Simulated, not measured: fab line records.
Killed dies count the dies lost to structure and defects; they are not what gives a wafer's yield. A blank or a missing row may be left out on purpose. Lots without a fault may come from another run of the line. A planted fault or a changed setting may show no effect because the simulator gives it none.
Which tool was responsible? | flow nand_harc | 11 lots with 33 wafers sampled at 6 steps, on a route of 1302 steps

## WHAT EACH GAUGE READ, for each wafer
NHARC_P_M0_CD_MEAS_09 targets a cd of 90 nm.
lot  | measured     | on        | cd_nm (nm)
L821 | day 6 07:17  | cd_sem-03 | 87.7 90.5 90.5
L824 | day 7 10:35  | cd_sem-03 | 89.7 89.4 88.2
L827 | day 8 19:13  | cd_sem-03 | 90.6 90.3 90.3
L832 | day 10 17:55 | cd_sem-03 | 90.6 88.5 89.1
L834 | day 11 07:49 | cd_sem-03 | 89.1 91.3 90.3
L836 | day 12 08:41 | cd_sem-01 | 88.7 90.3 89.9
L837 | day 12 23:48 | cd_sem-01 | 90.5 90.5 90.7
L838 | day 13 08:01 | cd_sem-02 | 89.8 89.9 88.4
L839 | day 13 13:37 | cd_sem-03 | 87.4 88.8 88.5
L842 | day 14 17:04 | cd_sem-03 | 81.7 81.5 82.8
L843 | day 15 02:09 | cd_sem-03 | 80.7 82.1 81.3

NHARC_END_SORT_01.
lot  | measured     | on        | defect_limited_yield (%) | killed_at_array | killed_at_other | killed_at_periphery | killed_dies | killed_open | killed_short
L832 | day 28 19:41 | prober-01 | 94 94 93                 | 32 34 43        | 1 0 0           | 5 7 4               | 38 41 47    | 5 4 4       | 2 2 0
L834 | day 29 05:26 | prober-02 | 84 87 85                 | 102 89 98       | 0 0 0           | 3 1 3               | 105 90 101  | 2 1 4       | 4 1 0
L836 | day 30 09:10 | prober-02 | 87 89 86                 | 79 65 86        | 3 1 0           | 3 10 8              | 85 76 94    | 1 3 5       | 3 6 5
L837 | day 30 22:19 | prober-01 | 87 88 86                 | 74 78 90        | 6 0 2           | 6 1 5               | 86 79 97    | 3 5 4       | 4 4 2
L843 | day 33 11:53 | prober-01 | 85 87 89                 | 84 73 60        | 2 2 0           | 18 15 16            | 104 90 76   | 7 5 5       | 3 4 2

## WHICH TOOL RAN EACH LOT (tool, then ch and the chambers of the sampled wafers, then the start)
lot  | NHARC_P_CONTACT_DESCUM_17          | NHARC_P_CONTACT_STRIP_28           | NHARC_P_M0_PEB_07                 | NHARC_P_M0_ETCH_34
L821 | rie_diel-09 ch 0,3, day 6 03:18    | rie_diel-09 ch 2,3, day 6 04:15    | litho_track-06 ch 0, day 6 07:13  | rie_diel-01 ch 0,1,2, day 6 07:34
L824 | rie_diel-03 ch 1,2,3, day 7 06:35  | rie_diel-07 ch 0,1,3, day 7 07:32  | litho_track-06 ch 0, day 7 10:30  | rie_diel-05 ch 0,2,3, day 7 10:52
L827 | rie_diel-09 ch 1,2,3, day 8 15:15  | rie_diel-03 ch 0,1,3, day 8 16:12  | litho_track-01 ch 0, day 8 19:08  | rie_diel-01 ch 0,1,2, day 8 19:29
L832 | rie_diel-03 ch 0,2,3, day 10 13:20 | rie_diel-03 ch 0,3, day 10 14:17   | litho_track-06 ch 0, day 10 17:50 | rie_diel-01 ch 0,2,3, day 10 18:12
L834 | rie_diel-09 ch 0,3, day 11 03:49   | rie_diel-03 ch 0,3, day 11 04:48   | litho_track-04 ch 0, day 11 07:45 | rie_diel-05 ch 0,1,3, day 11 08:06
L836 | rie_diel-07 ch 0,1,3, day 12 04:44 | rie_diel-03 ch 0,2,3, day 12 05:41 | litho_track-06 ch 0, day 12 08:37 | rie_diel-01 ch 0,1,2, day 12 09:00
L837 | rie_diel-07 ch 1,3, day 12 19:53   | rie_diel-07 ch 0,2,3, day 12 20:50 | litho_track-04 ch 0, day 12 23:43 | rie_diel-05 ch 0,1,3, day 13 00:07
L838 | rie_diel-03 ch 0,3, day 13 04:08   | rie_diel-09 ch 0,1,2, day 13 05:07 | litho_track-06 ch 0, day 13 07:56 | rie_diel-05 ch 1,2, day 13 08:17
L839 | rie_diel-03 ch 1,2, day 13 09:34   | rie_diel-09 ch 0,3, day 13 10:31   | litho_track-01 ch 0, day 13 13:32 | rie_diel-01 ch 1,2, day 13 13:53
L842 | rie_diel-07 ch 1,2,3, day 14 13:01 | rie_diel-07 ch 0,1,2, day 14 13:59 | litho_track-06 ch 0, day 14 16:59 | rie_diel-05 ch 0,1,3, day 14 17:20
L843 | rie_diel-09 ch 1,2, day 14 22:03   | rie_diel-07 ch 0,1,2, day 14 23:02 | litho_track-06 ch 0, day 15 02:04 | rie_diel-05 ch 0,1,3, day 15 02:26
- NHARC_P_CONTACT_DESCUM_17: chemistry O2, time 3 s.
- NHARC_P_CONTACT_STRIP_28: strips in O2.
- NHARC_P_M0_PEB_07: peb time 65 s.
- NHARC_P_M0_ETCH_34: etches the open film in N2/H2, target depth 40 nm, overetch 12 nm, time 43.94 s.

## WHAT THE TOOLS THEMSELVES READ (means of the sampled wafers that have a number; where no wafer has one, the mark that the record gives instead)
NHARC_P_CONTACT_DESCUM_17.
lot  | tool        | drypump_motor_current_A (A) | o2_flow_sccm (sccm) | oes_product_au (a.u.) | rf_vpp_V (V) | showerhead_plenum_p_Torr (Torr) | throttle_valve_pct (%)
L821 | rie_diel-09 | 5.8                         | 200.1               | 0.989                 | 56.4         | 1.81                            | 11.312
L824 | rie_diel-03 | 6.1                         | 199.7               | 1.000                 | 57.9         | 1.99                            | 11.297
L827 | rie_diel-09 | 6.1                         | 200.1               | 0.997                 | 58.3         | 1.96                            | 11.312
L832 | rie_diel-03 | 6.0                         | 200.1               | 1.011                 | 57.7         | 1.97                            | 11.311
L834 | rie_diel-09 | 5.8                         | 198.9               | 0.981                 | 57.0         | 1.81                            | 11.299
L836 | rie_diel-07 | 5.7                         | 199.9               | 0.987                 | 57.4         | 1.98                            | 11.311
L837 | rie_diel-07 | 5.9                         | 200.4               | 0.988                 | 57.6         | 1.98                            | 11.316
L838 | rie_diel-03 | 5.6                         | 200.5               | 1.002                 | 57.2         | 1.98                            | 11.309
L839 | rie_diel-03 | 6.3                         | 200.0               | 0.998                 | 57.8         | 2.00                            | 11.315
L842 | rie_diel-07 | 5.7                         | 200.6               | 0.994                 | 57.9         | 1.89                            | 11.311
L843 | rie_diel-09 | 5.8                         | 199.7               | 0.993                 | 58.7         | 2.01                            | 11.309

NHARC_P_CONTACT_STRIP_28.
lot  | tool        | drypump_motor_current_A (A) | o2_flow_sccm (sccm) | oes_product_au (a.u.) | rf_vpp_V (V) | showerhead_plenum_p_Torr (Torr) | throttle_valve_pct (%)
L821 | rie_diel-09 | 6.1                         | 501.6               | 0.991                 | 57.3         | 3.60                            | 17.039
L824 | rie_diel-07 | 5.7                         | 498.0               | 1.007                 | 58.4         | 3.64                            | 17.040
L827 | rie_diel-03 | 5.7                         | 500.4               | 0.999                 | 57.4         | 3.67                            | 17.039
L832 | rie_diel-03 | 5.6                         | 499.5               | 1.015                 | 57.9         | 3.64                            | 17.037
L834 | rie_diel-03 | 5.6                         | 499.4               | 1.003                 | 58.1         | 3.64                            | 17.048
L836 | rie_diel-03 | 6.0                         | 500.2               | 1.011                 | 57.3         | 3.64                            | 17.033
L837 | rie_diel-07 | 5.7                         | 500.4               | 0.998                 | 57.6         | 3.60                            | 17.040
L838 | rie_diel-09 | 5.7                         | 498.5               | 0.995                 | 57.3         | 3.58                            | 17.043
L839 | rie_diel-09 | 5.9                         | 500.8               | 0.990                 | 57.1         | 3.36                            | 17.036
L842 | rie_diel-07 | 5.5                         | 499.4               | 1.002                 | 57.6         | 3.48                            | 17.037
L843 | rie_diel-07 | 5.5                         | 498.6               | 1.001                 | 57.7         | 3.48                            | 17.036

NHARC_P_M0_PEB_07.
lot  | tool           | heater_power_total_W (W) | plate_temp_C (C)
L821 | litho_track-06 | 156.8                    | 100.04
L824 | litho_track-06 | 156.5                    | 99.91
L827 | litho_track-01 | 156.4                    | 99.97
L832 | litho_track-06 | 156.8                    | 99.91
L834 | litho_track-04 | 156.4                    | 99.94
L836 | litho_track-06 | 156.8                    | 100.05
L837 | litho_track-04 | 156.3                    | 100.01
L838 | litho_track-06 | 156.7                    | 99.92
L839 | litho_track-01 | 156.9                    | 99.95
L842 | litho_track-06 | 152.2                    | 97.99
L843 | litho_track-06 | 152.1                    | 97.91

NHARC_P_M0_ETCH_34.
lot  | tool        | drypump_motor_current_A (A) | oes_product_au (a.u.) | rf_vpp_V (V) | showerhead_plenum_p_Torr (Torr) | throttle_valve_pct (%)
L821 | rie_diel-01 | 5.6                         | 0.994                 | 429.7        | 1.99                            | 14.173
L824 | rie_diel-05 | 5.8                         | 0.997                 | 431.0        | 2.06                            | 14.174
L827 | rie_diel-01 | 5.6                         | 1.004                 | 429.0        | 1.99                            | 14.171
L832 | rie_diel-01 | 5.4                         | 1.000                 | 433.6        | 2.16                            | 14.165
L834 | rie_diel-05 | 5.8                         | 0.998                 | 431.5        | 2.10                            | 14.172
L836 | rie_diel-01 | 5.6                         | 1.002                 | 431.6        | 2.10                            | 14.180
L837 | rie_diel-05 | 5.8                         | 1.006                 | 431.8        | 2.10                            | 14.169
L838 | rie_diel-05 | 6.0                         | 1.012                 | 429.5        | 2.04                            | 14.161
L839 | rie_diel-01 | 6.0                         | 1.009                 | 430.7        | 2.08                            | 14.172
L842 | rie_diel-05 | 5.8                         | 0.992                 | 431.8        | 2.09                            | 14.176
L843 | rie_diel-05 | 5.8                         | 1.005                 | 431.7        | 2.09                            | 14.177

## THE ANSWER, worked out from the rows above alone
Rule: usual is defined by the lots themselves. The widest of any qualifying gaps counts: lots, ordered by their means at a reading, are off when they make up no more than a third of the lots, leave a main group of 4 or more, and stand apart from it by 3 or more times the standard deviation of that group's means. The tables above print the reading to a certain number of digits; a main group whose means all agree to those digits is not used. A lot without any number at a reading at which 4 lots or more have one is off too. All remaining lots with rows at the step are treated as sound. Order of review: gauges by route order, followed by the tools' own readings, for which a lot's mean as printed above is used. The first step at which some lot is off is used, and at that step the reading that is off furthest; a lot without a number counts as furthest.
Off: L842, L843 (NHARC_P_M0_CD_MEAS_09, cd_nm). The main group has a mean of 89.6 nm with a standard deviation of 0.68.
If a tool, at a process step before that reading, ran all the lots that are off and no sound lot after the first of them, it fits. The gauges at NHARC_P_M0_CD_MEAS_09 aren't tried: what is off there is off at NHARC_P_CONTACT_STRIP_28 too, on other tools, and a gauge's error can't cause that. 2 tools fit, rie_diel-07 at NHARC_P_CONTACT_STRIP_28 and litho_track-06 at NHARC_P_M0_PEB_07, so this cannot tell which one it is.

## WHAT THE SIMULATOR HAD INSERTED
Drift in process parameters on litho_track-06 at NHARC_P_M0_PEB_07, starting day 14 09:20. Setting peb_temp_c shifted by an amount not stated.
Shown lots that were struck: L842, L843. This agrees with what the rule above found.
